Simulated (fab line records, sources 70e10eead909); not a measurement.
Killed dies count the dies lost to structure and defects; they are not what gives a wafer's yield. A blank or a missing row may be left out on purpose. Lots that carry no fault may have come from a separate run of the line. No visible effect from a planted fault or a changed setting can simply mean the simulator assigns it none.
What tool caused it?	flow nand_harc	Sampling: 24 lots, 72 wafers, 6 of 1302 route steps

## WHAT THE GAUGES READ, wafer by wafer
No reading from a measuring or inspecting step in the record can be judged against a usual standard deviation.

## TOOL THAT RAN EACH LOT (tool first, then ch and the chambers of the sampled wafers, then the start)
lot	NHARC_A_CHANNEL_FILL_D2_CMP_10	NHARC_A_STAIRCASE_TRIM_18	NHARC_A_STAIRCASE_TRIM_193	NHARC_A_STAIRCASE_STRIP_205	NHARC_A_STAIRCASE_TRIM_220	NHARC_A_STAIRCASE_ETCH_223
L075	cmp-02 ch 2,3, day 15 15:08	rie_diel-13 ch 0,1,2, day 15 23:41 or earlier	rie_diel-12 ch 0,1,3, day 15 23:41	plasma_asher-02 ch 0,1, day 16 01:04	rie_diel-13 ch 0,2,3, day 16 02:46	rie_diel-13 ch 0,2, no start
L074	cmp-01 ch 1,2,3, day 15 15:09	rie_diel-02 ch 0,1,2, day 16 01:25 or earlier	rie_diel-12 ch 1,2,3, day 16 01:25 or earlier	plasma_asher-01 ch 0,1, day 16 01:25	rie_diel-13 ch 0,2,3, day 16 03:08	rie_diel-13 ch 1,2,3, no start
L076	cmp-04 ch 2,3, day 16 14:11	rie_diel-13 ch 0,1,2, day 17 00:26 or earlier	rie_diel-12 ch 1,2,3, day 17 00:26 or earlier	plasma_asher-01 ch 0,1, day 17 00:26	rie_diel-02 ch 0,1,3, day 17 02:03	rie_diel-02 ch 0,2, no start
L077	cmp-04 ch 2,3, day 17 08:46	rie_diel-13 ch 1,2, day 17 18:50 or earlier	rie_diel-13 ch 1,2,3, day 17 18:50 or earlier	plasma_asher-02 ch 0,1, day 17 18:50	rie_diel-12 ch 1,2, day 17 20:20	rie_diel-12 ch 2,3, no start
L079	cmp-04 ch 0,1,3, day 17 15:49	rie_diel-13 ch 0,1,2, day 18 01:25 or earlier	rie_diel-02 ch 0,2,3, day 18 01:25 or earlier	plasma_asher-01 ch 0,1, day 18 01:25	rie_diel-13 ch 0,1,3, day 18 03:01	rie_diel-13 ch 0,1,3, no start
L078	cmp-01 ch 1,2,3, day 17 15:52	rie_diel-02 ch 0,2,3, day 18 01:47 or earlier	rie_diel-13 ch 0,1,3, day 18 01:47 or earlier	plasma_asher-02 ch 0,1, day 18 01:47	rie_diel-02 ch 0,1,3, day 18 03:21	rie_diel-02 ch 0,1,3, no start
L080	cmp-02 ch 0,2,3, day 18 05:25	rie_diel-13 ch 0,1,2, day 18 20:24 or earlier	rie_diel-02 ch 1,2,3, day 18 20:24 or earlier	plasma_asher-01 ch 0,1, day 18 20:24	rie_diel-12 ch 0,3, day 18 21:47	rie_diel-12 ch 1,2, no start
L081	cmp-04 ch 1,2,3, day 18 05:28	rie_diel-13 ch 1,2,3, day 18 15:08 or earlier	rie_diel-13 ch 1,2, day 18 15:08 or earlier	plasma_asher-02 ch 0,1, day 18 15:08	rie_diel-02 ch 1,3, day 18 16:52	rie_diel-02 ch 2,3, no start
L082	cmp-01 ch 0,2,3, day 18 19:16	rie_diel-12 ch 0,1,3, day 19 05:08 or earlier	rie_diel-13 ch 0,1,2, day 19 05:08 or earlier	plasma_asher-01 ch 0,1, day 19 05:08	rie_diel-02 ch 0,1,2, day 19 06:54	rie_diel-02 ch 0,1, no start
L083	cmp-04 ch 1,2,3, day 19 01:27	rie_diel-02 ch 0,1,2, day 19 12:50 or earlier	rie_diel-13 ch 0,1,2, day 19 12:50 or earlier	plasma_asher-01 ch 0, day 19 12:50	rie_diel-13 ch 0,3, day 19 14:26	rie_diel-13 ch 2,3, no start
L084	cmp-02 ch 1,2, day 19 19:35	rie_diel-12 ch 1,2,3, day 20 05:34 or earlier	rie_diel-12 ch 1,2,3, day 20 05:34 or earlier	plasma_asher-01 ch 0,1, day 20 05:34	rie_diel-12 ch 2,3, day 20 06:59	rie_diel-12 ch 1,2,3, no start
L085	cmp-02 ch 1,2,3, day 20 05:02	rie_diel-13 ch 0,1,3, day 20 14:28 or earlier	rie_diel-12 ch 0,1,3, day 20 14:28 or earlier	plasma_asher-02 ch 0,1, day 20 14:28	rie_diel-12 ch 2,3, day 20 16:01	rie_diel-12 ch 2,3, no start
L087	cmp-04 ch 0,1,3, day 20 12:49	rie_diel-12 ch 0,3, day 21 01:43 or earlier	rie_diel-13 ch 2,3, day 21 01:43 or earlier	plasma_asher-01 ch 0,1, day 21 01:43	rie_diel-02 ch 0,2,3, day 21 03:10	rie_diel-02 ch 0,1,2, no start
L086	cmp-01 ch 0,3, day 20 12:49	rie_diel-12 ch 0,2,3, day 21 01:05 or earlier	rie_diel-12 ch 0,2,3, day 21 01:05 or earlier	plasma_asher-02 ch 0,1, day 21 01:05	rie_diel-13 ch 0,1, day 21 02:29	rie_diel-13 ch 0,3, no start
L088	cmp-02 ch 0,2, day 21 15:35	rie_diel-02 ch 2,3, day 22 06:55 or earlier	rie_diel-13 ch 0,2,3, day 22 06:55 or earlier	plasma_asher-02 ch 1, day 22 06:55	rie_diel-02 ch 0,1,2, day 22 08:29	rie_diel-02 ch 0,1,2, no start
L089	cmp-02 ch 1,2,3, day 21 23:41	rie_diel-13 ch 1,2, day 22 09:12 or earlier	rie_diel-12 ch 0,1,2, day 22 09:12 or earlier	plasma_asher-02 ch 0,1, day 22 09:12	rie_diel-13 ch 1,2,3, day 22 10:47	rie_diel-13 ch 0,1,3, no start
L090	cmp-01 ch 0,1,2, day 22 12:01	rie_diel-12 ch 0,1,3, day 22 21:31 or earlier	rie_diel-12 ch 0,2, day 22 21:31 or earlier	plasma_asher-02 ch 0,1, day 22 21:31	rie_diel-02 ch 0,3, day 22 23:05	rie_diel-02 ch 0,1, no start
L091	cmp-02 ch 2,3, day 22 12:01	rie_diel-13 ch 0,3, day 22 22:04 or earlier	rie_diel-02 ch 0,1, day 22 22:04 or earlier	plasma_asher-02 ch 0,1, day 22 22:04	rie_diel-02 ch 1,3, day 22 23:46	rie_diel-02 ch 0,3, no start
L092	cmp-01 ch 0,1,2, day 22 22:29	rie_diel-02 ch 0,1,3, day 23 08:21 or earlier	rie_diel-12 ch 0,1,3, day 23 08:21 or earlier	plasma_asher-02 ch 0,1, day 23 08:21	rie_diel-13 ch 0,2, day 23 10:02	rie_diel-13 ch 0,1, no start
L093	cmp-01 ch 0,2,3, day 23 10:46	rie_diel-12 ch 1,3, day 23 20:28 or earlier	rie_diel-02 ch 0,2,3, day 23 20:28 or earlier	plasma_asher-02 ch 0,1, day 23 20:28	rie_diel-02 ch 0,1, day 23 21:59	rie_diel-02 ch 0,1,3, no start
L096	cmp-01 ch 2,3, day 24 06:38	rie_diel-13 ch 0,2,3, day 24 16:23 or earlier	rie_diel-12 ch 0,2,3, day 24 16:23 or earlier	plasma_asher-01 ch 0, day 24 16:23	rie_diel-02 ch 0,2,3, day 24 18:00	rie_diel-02 ch 0,2, no start
L094	cmp-02 ch 0,1,3, day 24 06:40	rie_diel-13 ch 1,2,3, day 24 16:46 or earlier	rie_diel-13 ch 0,2,3, day 24 16:46 or earlier	plasma_asher-01 ch 0,1, day 24 16:46	rie_diel-12 ch 0,2,3, day 24 18:19	rie_diel-12 ch 0,1,2, no start
L095	cmp-04 ch 0,2,3, day 24 06:41	rie_diel-02 ch 0,2,3, day 24 17:22 or earlier	rie_diel-02 ch 0,3, day 24 17:22 or earlier	plasma_asher-01 ch 0,1, day 24 17:22	rie_diel-12 ch 0,2,3, day 24 20:02	rie_diel-12 ch 0,3, no start
L097	cmp-02 ch 0,1,3, day 25 02:49	rie_diel-13 ch 1,2, day 25 12:35 or earlier	rie_diel-12 ch 0,2, day 25 12:35 or earlier	plasma_asher-01 ch 0,1, day 25 12:35	rie_diel-13 ch 0,1,3, day 25 14:10	rie_diel-13 ch 0,2,3, no start
- NHARC_A_CHANNEL_FILL_D2_CMP_10: polishes, target thk 150 nm.
- NHARC_A_STAIRCASE_TRIM_18: chemistry O2, time 211.2 s.
- NHARC_A_STAIRCASE_TRIM_193: chemistry O2, time 211.2 s.
- NHARC_A_STAIRCASE_STRIP_205: strips in O2.
- NHARC_A_STAIRCASE_TRIM_220: chemistry O2, time 211.2 s.
- NHARC_A_STAIRCASE_ETCH_223: etches the open film in C4F8/O2, target depth 100 nm, time 40.5 s.

## AS READ BY THE TOOLS THEMSELVES (means over the sampled wafers that have a number; for cases with no such wafer, the mark the record gives instead)
NHARC_A_CHANNEL_FILL_D2_CMP_10.
lot	tool	motor_current_A (A)	time_to_endpoint_s (s)
L075	cmp-02	11.5	13.8
L074	cmp-01	12.1	15.8
L076	cmp-04	12.4	16.1
L077	cmp-04	12.3	18.4
L079	cmp-04	11.3	17.7
L078	cmp-01	12.6	15.3
L080	cmp-02	11.4	16.3
L081	cmp-04	12.5	15.8
L082	cmp-01	11.9	13.4
L083	cmp-04	12.3	15.4
L084	cmp-02	13.0	14.6
L085	cmp-02	12.4	15.0
L087	cmp-04	11.6	14.8
L086	cmp-01	11.7	12.7
L088	cmp-02	11.0	15.4
L089	cmp-02	12.4	15.8
L090	cmp-01	12.9	10.6
L091	cmp-02	11.4	14.9
L092	cmp-01	12.2	17.2
L093	cmp-01	11.6	15.5
L096	cmp-01	11.5	16.8
L094	cmp-02	12.3	14.0
L095	cmp-04	11.5	17.9
L097	cmp-02	12.5	14.3

NHARC_A_STAIRCASE_TRIM_18.
lot	tool	drypump_motor_current_A (A)	oes_product_au (a.u.)	rf_vpp_V (V)	showerhead_plenum_p_Torr (Torr)	throttle_valve_pct (%)
L075	rie_diel-13	5.9	1.008	58.2	3.40	17.033
L074	rie_diel-02	5.8	1.007	56.9	3.51	17.031
L076	rie_diel-13	6.0	1.004	58.0	3.40	17.033
L077	rie_diel-13	6.0	1.006	57.1	3.33	17.044
L079	rie_diel-13	6.0	1.007	57.4	3.39	17.038
L078	rie_diel-02	6.1	1.003	57.6	3.56	17.042
L080	rie_diel-13	6.0	0.994	56.7	3.39	17.039
L081	rie_diel-13	5.7	1.004	57.3	3.44	17.030
L082	rie_diel-12	5.7	1.005	57.7	3.47	17.030
L083	rie_diel-02	5.8	0.996	58.6	3.68	17.044
L084	rie_diel-12	5.8	1.006	58.5	3.64	17.027
L085	rie_diel-13	6.0	0.993	56.4	3.48	17.025
L087	rie_diel-12	5.2	1.001	57.2	3.41	17.040
L086	rie_diel-12	5.2	1.002	58.1	3.58	17.039
L088	rie_diel-02	6.1	1.007	57.8	3.42	17.039
L089	rie_diel-13	5.6	1.002	57.4	3.33	17.034
L090	rie_diel-12	5.7	1.000	57.3	3.46	17.030
L091	rie_diel-13	6.0	0.999	58.1	3.54	17.029
L092	rie_diel-02	5.6	1.001	57.5	3.64	17.035
L093	rie_diel-12	6.0	0.993	58.4	3.56	17.038
L096	rie_diel-13	5.6	0.999	57.2	3.48	17.044
L094	rie_diel-13	5.7	1.000	58.1	3.42	17.041
L095	rie_diel-02	6.1	1.000	57.5	3.52	17.029
L097	rie_diel-13	6.0	1.007	58.3	3.30	17.030

NHARC_A_STAIRCASE_TRIM_193.
lot	tool	drypump_motor_current_A (A)	oes_product_au (a.u.)	rf_vpp_V (V)	showerhead_plenum_p_Torr (Torr)	throttle_valve_pct (%)
L075	rie_diel-12	5.7	0.999	57.2	3.49	17.034
L074	rie_diel-12	5.8	1.010	58.9	3.47	17.038
L076	rie_diel-12	5.8	1.005	58.4	3.47	17.042
L077	rie_diel-13	5.7	1.002	57.7	3.44	17.040
L079	rie_diel-02	6.1	0.997	57.4	3.56	17.025
L078	rie_diel-13	6.0	1.001	57.8	3.49	17.044
L080	rie_diel-02	5.8	1.001	57.9	3.56	17.044
L081	rie_diel-13	5.6	1.012	57.4	3.35	17.046
L082	rie_diel-13	5.9	1.002	57.6	3.39	17.035
L083	rie_diel-13	6.0	1.003	57.1	3.39	17.039
L084	rie_diel-12	5.8	1.004	58.9	3.64	17.035
L085	rie_diel-12	5.7	0.999	57.4	3.47	17.032
L087	rie_diel-13	5.4	0.997	57.6	3.55	17.033
L086	rie_diel-12	5.2	0.999	57.2	3.58	17.041
L088	rie_diel-13	5.6	1.003	57.5	3.49	17.043
L089	rie_diel-12	5.5	1.009	57.5	3.52	17.028
L090	rie_diel-12	5.0	1.005	57.3	3.46	17.040
L091	rie_diel-02	5.5	1.000	58.9	3.76	17.039
L092	rie_diel-12	5.7	0.996	57.5	3.46	17.037
L093	rie_diel-02	6.1	0.999	57.5	3.53	17.030
L096	rie_diel-12	5.2	1.003	57.2	3.56	17.037
L094	rie_diel-13	5.6	1.001	57.6	3.48	17.042
L095	rie_diel-02	5.9	0.993	57.0	3.51	17.037
L097	rie_diel-12	5.0	1.000	58.5	3.62	17.033

NHARC_A_STAIRCASE_STRIP_205.
lot	tool	drypump_motor_current_A (A)	heater_power_w (W)
L075	plasma_asher-02	6.0	309
L074	plasma_asher-01	5.9	324
L076	plasma_asher-01	6.2	332
L077	plasma_asher-02	6.0	316
L079	plasma_asher-01	6.2	333
L078	plasma_asher-02	5.8	322
L080	plasma_asher-01	6.2	337
L081	plasma_asher-02	6.0	316
L082	plasma_asher-01	6.2	333
L083	plasma_asher-01	6.5	359
L084	plasma_asher-01	5.9	323
L085	plasma_asher-02	6.0	308
L087	plasma_asher-01	6.0	314
L086	plasma_asher-02	5.8	325
L088	plasma_asher-02	5.5	339
L089	plasma_asher-02	5.8	327
L090	plasma_asher-02	6.0	305
L091	plasma_asher-02	5.8	330
L092	plasma_asher-02	6.0	304
L093	plasma_asher-02	5.8	323
L096	plasma_asher-01	6.5	318
L094	plasma_asher-01	6.2	311
L095	plasma_asher-01	6.2	316
L097	plasma_asher-01	6.0	305

NHARC_A_STAIRCASE_TRIM_220.
lot	tool	drypump_motor_current_A (A)	oes_product_au (a.u.)	rf_vpp_V (V)	showerhead_plenum_p_Torr (Torr)	throttle_valve_pct (%)
L075	rie_diel-13	5.7	1.004	58.1	3.51	17.037
L074	rie_diel-13	5.6	1.005	58.6	3.51	17.033
L076	rie_diel-02	5.6	0.999	57.6	3.49	17.034
L077	rie_diel-12	5.6	1.018	56.7	3.34	17.029
L079	rie_diel-13	6.0	1.007	57.0	3.49	17.036
L078	rie_diel-02	5.6	1.009	58.0	3.67	17.032
L080	rie_diel-12	5.2	0.993	57.1	3.42	17.036
L081	rie_diel-02	5.3	0.993	56.8	3.67	17.028
L082	rie_diel-02	5.8	0.993	59.1	3.68	17.038
L083	rie_diel-13	6.0	1.004	57.4	3.55	17.031
L084	rie_diel-12	5.3	1.007	57.7	3.75	17.045
L085	rie_diel-12	5.3	0.998	58.6	3.75	17.028
L087	rie_diel-02	6.1	1.002	57.2	3.54	17.033
L086	rie_diel-13	6.3	1.002	57.4	3.36	17.033
L088	rie_diel-02	5.8	1.001	57.8	3.67	17.038
L089	rie_diel-13	5.7	1.002	57.4	3.42	17.035
L090	rie_diel-02	5.8	1.005	58.7	3.63	17.039
L091	rie_diel-02	5.3	0.993	58.6	3.65	17.035
L092	rie_diel-13	5.6	0.997	57.4	3.40	17.031
L093	rie_diel-02	5.5	1.001	58.6	3.76	17.038
L096	rie_diel-02	6.1	1.000	57.0	3.52	17.040
L094	rie_diel-12	5.3	1.003	57.6	3.56	17.037
L095	rie_diel-12	5.2	0.999	57.8	3.56	17.037
L097	rie_diel-13	6.0	1.006	57.7	3.46	17.037

NHARC_A_STAIRCASE_ETCH_223.
lot	tool	oes_product_au (a.u.)	rf_vpp_V (V)
L075	rie_diel-13	0.939	892
L074	rie_diel-13	0.952	893
L076	rie_diel-02	0.951	900
L077	rie_diel-12	0.939	891
L079	rie_diel-13	0.955	894
L078	rie_diel-02	0.943	901
L080	rie_diel-12	0.952	891
L081	rie_diel-02	0.937	893
L082	rie_diel-02	0.921	905
L083	rie_diel-13	0.944	897
L084	rie_diel-12	0.940	899
L085	rie_diel-12	0.932	902
L087	rie_diel-02	0.944	901
L086	rie_diel-13	0.935	896
L088	rie_diel-02	0.938	901
L089	rie_diel-13	0.947	894
L090	rie_diel-02	0.927	905
L091	rie_diel-02	0.928	895
L092	rie_diel-13	0.947	889
L093	rie_diel-02	0.947	900
L096	rie_diel-02	0.941	896
L094	rie_diel-12	0.954	895
L095	rie_diel-12	0.936	890
L097	rie_diel-13	0.945	894

## THE ANSWER, worked out from the rows above alone
Rule: what is usual is taken from the lots themselves. The widest of any qualifying gaps counts: lots, ordered by their means at a reading, are off when they make up no more than a third of the lots, leave a main group of 4 or more, and stand apart from it by 3 or more times the standard deviation of that group's means. Not used: any main group whose means are identical at the precision the tables above print for the reading. A lot without any number at a reading at which 4 lots or more have one is off too. Where the step has rows for the other lots, those lots are counted as sound. Order of review: gauges by route order, followed by the tools' own readings, for which a lot's mean as printed above is used. The first step at which some lot is off is used, and at that step the reading that is off furthest; a lot without a number counts as furthest.
Across all readings shown, no lot is off: no conclusion can be drawn from this.

## WHAT THE SIMULATOR HAD INSERTED
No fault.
